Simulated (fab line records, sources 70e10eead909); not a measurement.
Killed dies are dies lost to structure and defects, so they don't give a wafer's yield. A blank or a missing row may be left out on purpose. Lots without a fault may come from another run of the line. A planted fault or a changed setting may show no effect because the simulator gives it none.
A struck lot beside a sound one | flow nand_harc | 25 steps out of a route of 1302
Sound: wafers L393.1, L393.3, L393.6. Struck: wafers L392.1, L392.4, L392.5. The cause comes at the end.
At each step with rows: each side's tool, then ch and its chambers, then its first start. Under that, the readings that differ: sound wafers | struck wafers | difference of the means | sigmas: that difference in standard deviations of wafers without a fault.
alike: readings whose means differ by less than 2 such deviations, and words and numbers that are the same on both sides. not compared: withheld readings, readings that some wafer has no value for, bounds like >300 that may hide the same value, and numbers for which the record gives no deviation and whose values overlap.
The two part at a step that has a row with sigmas, a row that says differs or no value, or rows on one side only. Numbers that don't overlap but have no deviation are shown without sigmas and don't part them. A reading that every wafer of one side lacks parts them only if that side has two wafers or more.

first, 1 step without rows for these wafers: NHARC_A_M0_SRD_25.
NHARC_A_M0_INSPECT_27:
  sound on defect_inspect-02, day 23 15:40; struck on defect_inspect-02, day 23 17:01
  alike: raw_defect_count
NHARC_A_M0_PRE_CLEAN_31: time 12 s.
  sound on pecvd-02 ch 0,1,2, day 23 15:44; struck on pecvd-02 ch 0,1, day 23 17:05
  alike: heater_power_w
NHARC_A_M0_DEP_32: deposits SiCN, target thk 30 nm.
  sound on pecvd-02 ch 0,1,2, day 23 15:49; struck on pecvd-02 ch 0,1, day 23 17:10
  alike: heater_power_w
then, 7 steps without rows for these wafers: NHARC_A_M1_DEP_00 (deposits SiOC, target thk 182.5 nm); NHARC_A_M1_DEHYDRATE_01 (time 120 s); NHARC_A_M1_HMDS_02 (time 30 s); NHARC_A_M1_COAT_34 (time 65 s); NHARC_A_M1_COAT_03 (resist thk 90 nm); NHARC_A_M1_SOFTBAKE_04 (time 55 s); NHARC_A_M1_EBR_05.
NHARC_A_M1_EXPOSE_06: exposes mask A M1, target cd 120 nm.
  sound on arfi_scanner-02 ch 0, day 23 16:48; struck on arfi_scanner-02 ch 0, day 23 18:07
  reading              | sound             | struck            | difference | sigmas
  exposure_dose_mJ_cm2 | 74.98 75.05 74.95 | 77.91 77.98 77.85 | +2.92      | +24
  alike: mask
then, 2 steps without rows for these wafers: NHARC_A_M1_PEB_07 (peb time 65 s); NHARC_A_M1_DEVELOP_08 (develop time 35 s).
NHARC_A_M1_CD_MEAS_09: target cd 120 nm.
  sound on cd_sem-03 ch 0, day 23 16:56; struck on cd_sem-01 ch 0, day 23 18:16
  reading    | sound             | struck            | difference | sigmas
  cd_nm (nm) | 120.0 119.7 120.3 | 121.6 122.3 121.8 | +1.9       | +4
NHARC_A_M1_OVL_MEAS_10: pitch 240 nm.
  sound on overlay-02, day 23 17:02; struck on overlay-02, day 23 18:21
  alike: overlay_x_nm, overlay_y_nm
NHARC_A_M1_INSPECT_11:
  sound on defect_inspect-01, day 23 17:04; struck on defect_inspect-02, day 23 18:23
  reading          | sound       | struck   | difference | sigmas
  raw_defect_count | 153 166 181 | 14 22 20 | -148       | -3
NHARC_A_M1_DESCUM_14: chemistry O2, time 3 s.
  sound on rie_diel-12 ch 0,1, day 23 17:07; struck on rie_diel-12 ch 0,1,3, day 23 18:28
  reading               | sound             | struck            | difference | sigmas
  model.A_M1.cd_nm (nm) | 119.9 119.7 120.3 | 121.3 122.4 122.3 | +2.0       |
  alike: drypump_motor_current_A, oes_product_au, rf_vpp_V, showerhead_plenum_p_Torr, throttle_valve_pct
  not compared: rf_hours_counter_h
NHARC_A_M1_ETCH_35: etches the open film in N2/H2, target depth 40 nm, overetch 12 nm, time 43.94 s.
  sound on rie_diel-12 ch 0,1,2, day 23 17:13; struck on rie_diel-12 ch 1,3, day 23 18:34
  alike: drypump_motor_current_A, oes_product_au, rf_vpp_V, showerhead_plenum_p_Torr, throttle_valve_pct
  not compared: rf_hours_counter_h
NHARC_A_M1_ETCH_15: etches the open film in C4F8/Ar, target depth 182.5 nm, time 91.2 s.
  sound on rie_diel-12 ch 0,2,3; struck on rie_diel-12 ch 1,2,3
  alike: oes_product_au, rf_vpp_V
  not compared: rf_hours_counter_h
NHARC_A_M1_CD_MEAS_16:
  sound on cd_sem-03, day 23 17:26; struck on cd_sem-02, day 23 18:46
  reading    | sound             | struck            | difference | sigmas
  cd_nm (nm) | 120.2 120.1 121.0 | 121.5 122.7 122.4 | +1.8       | +3
NHARC_A_M1_STRIP_18: strips in N2/H2.
  sound on rie_diel-10 ch 1,3, day 23 17:30; struck on rie_diel-01 ch 0,2,3, day 23 18:51
  reading                     | sound             | struck            | difference | sigmas
  drypump_motor_current_A (A) | 5.51 5.26 5.50    | 6.03 5.98 5.92    | +0.55      | +2
  oes_product_au (a.u.)       | 1.001 1.005 1.005 | 0.989 0.981 0.990 | -0.017     | -2
  alike: rf_vpp_V, showerhead_plenum_p_Torr, throttle_valve_pct
  not compared: rf_hours_counter_h
NHARC_A_M1_ETCH_28: etches the open film in CF4/N2, target depth 30 nm, time 72.99 s.
  sound on rie_diel-10 ch 1,2,3; struck on rie_diel-01 ch 0,1,3
  reading                     | sound             | struck            | difference | sigmas
  drypump_motor_current_A (A) | 5.48 5.55 5.26    | 6.07 5.93 6.39    | +0.70      | +3
  model.A_M1.cd_nm (nm)       | 119.8 119.9 120.2 | 121.5 122.3 122.6 | +2.2       |
  alike: oes_product_au, rf_vpp_V, showerhead_plenum_p_Torr, throttle_valve_pct
  not compared: rf_hours_counter_h
then, 1 step without rows for these wafers: NHARC_A_M1_STRIP_19 (strips in post etch residue remover, time 600 s).
-- the record jumps here: 2 days lie between the struck wafers' starts before and after (it left off in module A_M1 and takes up again in module END, whose first step shown is number 1302 of the route) --
NHARC_END_SORT_01:
  sound on prober-01 ch 0, day 25 11:56; struck on prober-01 ch 0, day 25 19:44
  reading                  | sound       | struck   | difference | sigmas
  defect_limited_yield (%) | 84 82 84    | 96 96 95 | +12        | +4
  killed_at_array          | 95 114 106  | 20 24 23 | -83        | -3
  killed_dies              | 105 120 110 | 25 29 32 | -83        | -4
  alike: killed_at_other, killed_at_periphery, killed_open, killed_short

WHERE THEY PART
First at NHARC_A_M1_EXPOSE_06; last, within this record, at NHARC_END_SORT_01.

WHY: what the simulator had put in
Process parameter drift: arfi_scanner-02, from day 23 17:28 on, at NHARC_A_M1_EXPOSE_06. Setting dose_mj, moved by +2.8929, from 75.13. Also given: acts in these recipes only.
